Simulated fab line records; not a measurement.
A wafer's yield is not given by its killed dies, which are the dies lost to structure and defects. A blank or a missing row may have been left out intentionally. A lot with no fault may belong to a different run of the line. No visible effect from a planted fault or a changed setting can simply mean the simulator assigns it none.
Matching of chambers ; flow n5Finfet ; 4 sister chambers for N5_MOL_CONTACT_COAG_ALD_133 on aldSin-03
The step deposits SiO2, target thk 5 nm, pulse time 1 s, co reactant pulse time 1 s. 4 wafers are shown with their chamber, then 11 later ones without.

== WAFERS PAIRED WITH THEIR CHAMBERS ==
wafer;chamber;heaterPowerW (W)
L088.1;0;94
L090.1;3;88
L090.4;2;85
L089.1;1;86

== WAFERS WHOSE CHAMBER IS MISSING ==
wafer;heaterPowerW (W)
L089.4;95
L089.6;84
L092.2;94
L092.4;83
L092.6;94
L094.2;89
L094.3;97
L094.5;86
L096.2;85
L096.3;83
L096.4;83

== WHICH CHAMBER EACH WENT THROUGH ==
wafer;from the rows above;in truth
L089.4;0;0
L089.6;can't be placed: 2 or 1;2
L092.2;0;0
L092.4;can't be placed: 2 or 1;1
L092.6;0;0
L094.2;can't be placed: 3 or 1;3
L094.3;0;0
L094.5;can't be placed: 1 or 2 or 3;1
L096.2;can't be placed: 2 or 1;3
L096.3;can't be placed: 2 or 1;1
L096.4;can't be placed: 2 or 1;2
Correctly placed: 4 of 11. Can't be placed from these rows: 7 (the true chamber is among the candidates in 6). Placed wrongly: 0.
How it was worked out, from the rows above alone: a wafer's distance from a chamber is the root of the sum, over the readings, of the square of ((its reading less the chamber's mean) divided by the reading's scatter). If the next closest chamber is less than 2 further off than the closest, the wafer can't be placed; otherwise it belongs to the closest. Each chamber's mean is taken over the wafers shown for it. The scatter (one wafer shown for each chamber): square how far every hidden wafer sits from the nearest shown wafer, average those squares and take the square root.
